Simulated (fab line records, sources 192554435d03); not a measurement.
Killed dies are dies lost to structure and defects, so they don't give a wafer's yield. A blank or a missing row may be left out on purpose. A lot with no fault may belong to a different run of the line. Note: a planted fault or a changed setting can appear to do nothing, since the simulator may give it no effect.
Split-lot study || flow n5 finfet || 7 lots, 21 wafers read, on a route of 1938 steps

THE SPLIT ITSELF
At N5_BEOL_M1_PECVD_72 (deposits SiO2 from TEOS/O2, target thk 16 nm, time 18 s), the setting temp c was moved away from the recipe's 400 C on 6 of the 21 wafers read, by -3.8% to +3.9%. This setting was run at the recipe's value on the other wafers.

FROM THE SPLIT TO THE READING: what the file shows between them, 10 steps
- N5_BEOL_M1_EXPOSE_25: exposes mask V0, defocus 5 nm, target cd 24 nm (also split here: dose mj)
- N5_BEOL_M1_PEB_26: peb time 60 s
- N5_BEOL_M1_DEVELOP_27: develop time 30 s
- N5_BEOL_M1_CD_MEAS_28: target cd y 23.3 nm
- N5_BEOL_M1_STRIP_71: strips in N2/H2
- N5_BEOL_M1_STRIP_78: strips in N2/H2
- N5_BEOL_M1_VIA_ETCH_34: etches the open film in C4F6/O2, target depth 67.8 nm, time 64.4 s
- N5_BEOL_M1_STRIP_83: strips in C4F6/O2
- N5_BEOL_M1_STRIP_36: strips in N2/H2
- N5_BEOL_M1_STRIP_97: strips in N2/H2, time 10 s

THE READING
SiO2_of_BEOL_M1_PECVD_72.thk nm (the simulator's own value, which no gauge read), in nm, at N5_BEOL_M1_HM_STRIP_39 (strips TiN in peroxide tin strip, target depth 25 nm, time 158 s). No usual value for it is given in the file. The 15 wafers here that ran the recipe average 15.7 nm, standard deviation 0.27 nm.

{"wafer": "L075.1", "tool, chamber at the split": "pecvd-01, 2,0,1", "temp c as run, C": 400, "against the recipe": "recipe", "SiO2_of_BEOL_M1_PECVD_72.thk nm, nm": 15.8, "against lot-mates on the recipe": "-"}
{"wafer": "L075.5", "tool, chamber at the split": "pecvd-01, 2,0,1", "temp c as run, C": 400, "against the recipe": "recipe", "SiO2_of_BEOL_M1_PECVD_72.thk nm, nm": 15.8, "against lot-mates on the recipe": "-"}
{"wafer": "L075.2", "tool, chamber at the split": "pecvd-01, 2,0,1", "temp c as run, C": 400, "against the recipe": "recipe", "SiO2_of_BEOL_M1_PECVD_72.thk nm, nm": 15.6, "against lot-mates on the recipe": "-"}
{"wafer": "L080.1", "tool, chamber at the split": "pecvd-01, 0", "temp c as run, C": 408.1, "against the recipe": "+2.0%", "SiO2_of_BEOL_M1_PECVD_72.thk nm, nm": 14.6, "against lot-mates on the recipe": -1.2}
{"wafer": "L080.3", "tool, chamber at the split": "pecvd-01, 2", "temp c as run, C": 400, "against the recipe": "recipe", "SiO2_of_BEOL_M1_PECVD_72.thk nm, nm": 15.6, "against lot-mates on the recipe": "-"}
{"wafer": "L080.4", "tool, chamber at the split": "pecvd-01, 1", "temp c as run, C": 400, "against the recipe": "recipe", "SiO2_of_BEOL_M1_PECVD_72.thk nm, nm": 16, "against lot-mates on the recipe": "-"}
{"wafer": "L086.2", "tool, chamber at the split": "pecvd-04, 0", "temp c as run, C": 415.7, "against the recipe": "+3.9%", "SiO2_of_BEOL_M1_PECVD_72.thk nm, nm": 13.4, "against lot-mates on the recipe": -1.9}
{"wafer": "L086.3", "tool, chamber at the split": "pecvd-04, 1", "temp c as run, C": 400, "against the recipe": "recipe", "SiO2_of_BEOL_M1_PECVD_72.thk nm, nm": 15.2, "against lot-mates on the recipe": "-"}
{"wafer": "L086.4", "tool, chamber at the split": "pecvd-04, 1", "temp c as run, C": 400, "against the recipe": "recipe", "SiO2_of_BEOL_M1_PECVD_72.thk nm, nm": 15.4, "against lot-mates on the recipe": "-"}
{"wafer": "L087.1", "tool, chamber at the split": "pecvd-04, 1", "temp c as run, C": 414.2, "against the recipe": "+3.5%", "SiO2_of_BEOL_M1_PECVD_72.thk nm, nm": 13.8, "against lot-mates on the recipe": -1.6}
{"wafer": "L087.3", "tool, chamber at the split": "pecvd-04, 0", "temp c as run, C": 400, "against the recipe": "recipe", "SiO2_of_BEOL_M1_PECVD_72.thk nm, nm": 15.4, "against lot-mates on the recipe": "-"}
{"wafer": "L087.5", "tool, chamber at the split": "pecvd-04, 1", "temp c as run, C": 414.2, "against the recipe": "+3.5%", "SiO2_of_BEOL_M1_PECVD_72.thk nm, nm": 14.4, "against lot-mates on the recipe": -1.0}
{"wafer": "L093.1", "tool, chamber at the split": "pecvd-02, 1", "temp c as run, C": 390.5, "against the recipe": "-2.4%", "SiO2_of_BEOL_M1_PECVD_72.thk nm, nm": 16.6, "against lot-mates on the recipe": "+0.8"}
{"wafer": "L093.4", "tool, chamber at the split": "pecvd-02, 0", "temp c as run, C": 400, "against the recipe": "recipe", "SiO2_of_BEOL_M1_PECVD_72.thk nm, nm": 15.8, "against lot-mates on the recipe": "-"}
{"wafer": "L093.6", "tool, chamber at the split": "pecvd-02, 0", "temp c as run, C": 400, "against the recipe": "recipe", "SiO2_of_BEOL_M1_PECVD_72.thk nm, nm": 15.8, "against lot-mates on the recipe": "-"}
{"wafer": "L095.1", "tool, chamber at the split": "pecvd-02, 1", "temp c as run, C": 400, "against the recipe": "recipe", "SiO2_of_BEOL_M1_PECVD_72.thk nm, nm": 15.8, "against lot-mates on the recipe": "-"}
{"wafer": "L095.4", "tool, chamber at the split": "pecvd-02, 0", "temp c as run, C": 400, "against the recipe": "recipe", "SiO2_of_BEOL_M1_PECVD_72.thk nm, nm": 16.2, "against lot-mates on the recipe": "-"}
{"wafer": "L095.6", "tool, chamber at the split": "pecvd-02, 0", "temp c as run, C": 384.8, "against the recipe": "-3.8%", "SiO2_of_BEOL_M1_PECVD_72.thk nm, nm": 17.8, "against lot-mates on the recipe": "+1.8"}
{"wafer": "L097.1", "tool, chamber at the split": "pecvd-01, 1,2", "temp c as run, C": 400, "against the recipe": "recipe", "SiO2_of_BEOL_M1_PECVD_72.thk nm, nm": 15.8, "against lot-mates on the recipe": "-"}
{"wafer": "L097.4", "tool, chamber at the split": "pecvd-01, 1,2", "temp c as run, C": 400, "against the recipe": "recipe", "SiO2_of_BEOL_M1_PECVD_72.thk nm, nm": 15.8, "against lot-mates on the recipe": "-"}
{"wafer": "L097.5", "tool, chamber at the split": "pecvd-01, 0", "temp c as run, C": 400, "against the recipe": "recipe", "SiO2_of_BEOL_M1_PECVD_72.thk nm, nm": 16.2, "against lot-mates on the recipe": "-"}
Rows listing several chambers each stand for several wafers; the file does not say which wafer went through which chamber.

FIT RESULTS
A straight line over all 21 wafers: SiO2_of_BEOL_M1_PECVD_72.thk nm changes by -0.508 nm for each +1% of temp c; r = -0.95; the points scatter about the line by 0.29 nm.
The same after taking each lot's own level away (the mean of its wafers on the recipe; 21 wafers): -0.429 nm for each +1%; r = -0.97; scatter 0.21 nm.
According to that fit, moving temp c by its largest amount changes the reading by 1.7 nm.
The lots' own levels span 15.30 to 16.00 nm, that is 2.6 times the standard deviation above.
In other words, the slope is changed by the lot-to-lot level; the two fits disagree.
Check: -1.62 nm against its lot-mates is what the line predicts for one of the wafers moved furthest among these (+3.9%) when that wafer is left out of the fit. Against them it came out at -1.9 nm.

OTHER SPLITS ON THESE WAFERS
These wafers also went through other splits before the reading. Each is held against what the fit with the lots' levels taken away leaves over:
{"other split on the same wafers": "N5_SD_EPI_P_EPI_21 epi growth time s", "wafers away from the commonest value": 8, "r with SiO2_of_BEOL_M1_PECVD_72.thk nm (lot level and that fit taken away)": "+0.16"}
{"other split on the same wafers": "N5_SDB_CUT_ETCH_26 icp w", "wafers away from the commonest value": 8, "r with SiO2_of_BEOL_M1_PECVD_72.thk nm (lot level and that fit taken away)": -0.15}
{"other split on the same wafers": "N5_MOL_CONTACT_COAG_SPUTTER_143 target thk a", "wafers away from the commonest value": 6, "r with SiO2_of_BEOL_M1_PECVD_72.thk nm (lot level and that fit taken away)": -0.39}
{"other split on the same wafers": "N5_MOL_CONTACT_COAG_ETCHBACK_136 target depth a", "wafers away from the commonest value": 7, "r with SiO2_of_BEOL_M1_PECVD_72.thk nm (lot level and that fit taken away)": "+0.03"}
{"other split on the same wafers": "N5_MOL_CONTACT_COAG_ETCH_124 bias w", "wafers away from the commonest value": 5, "r with SiO2_of_BEOL_M1_PECVD_72.thk nm (lot level and that fit taken away)": -0.07}
{"other split on the same wafers": "N5_BEOL_M0_SAQP_EXPOSE_37 dose mj", "wafers away from the commonest value": 7, "r with SiO2_of_BEOL_M1_PECVD_72.thk nm (lot level and that fit taken away)": -0.24}
{"other split on the same wafers": "N5_BEOL_M1_EXPOSE_25 dose mj", "wafers away from the commonest value": 6, "r with SiO2_of_BEOL_M1_PECVD_72.thk nm (lot level and that fit taken away)": -0.08}

THE WHOLE CHAIN: every reading that the file lists as answering this split, in the file's order
{"step": "N5_BEOL_M1_PECVD_72", "what it does": "deposits SiO2 from TEOS/O2, target thk 16 nm, time 18 s", "reading": "SiO2_of_BEOL_M1_PECVD_72.thk nm (the simulator's own value, which no gauge read)", "change (the file's fit)": "-0.458 nm for each +1% of the setting", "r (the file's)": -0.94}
{"step": "N5_BEOL_M1_HM_STRIP_39", "what it does": "strips TiN in peroxide tin strip, target depth 25 nm, time 158 s", "reading": "SiO2_of_BEOL_M1_PECVD_72.thk nm (the simulator's own value, which no gauge read)", "change (the file's fit)": "-0.445 nm for each +1% of the setting", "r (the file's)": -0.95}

FILE'S OWN FIT
SiO2_of_BEOL_M1_PECVD_72.thk nm changes by -0.445 nm for each +1% of temp c, r = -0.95.
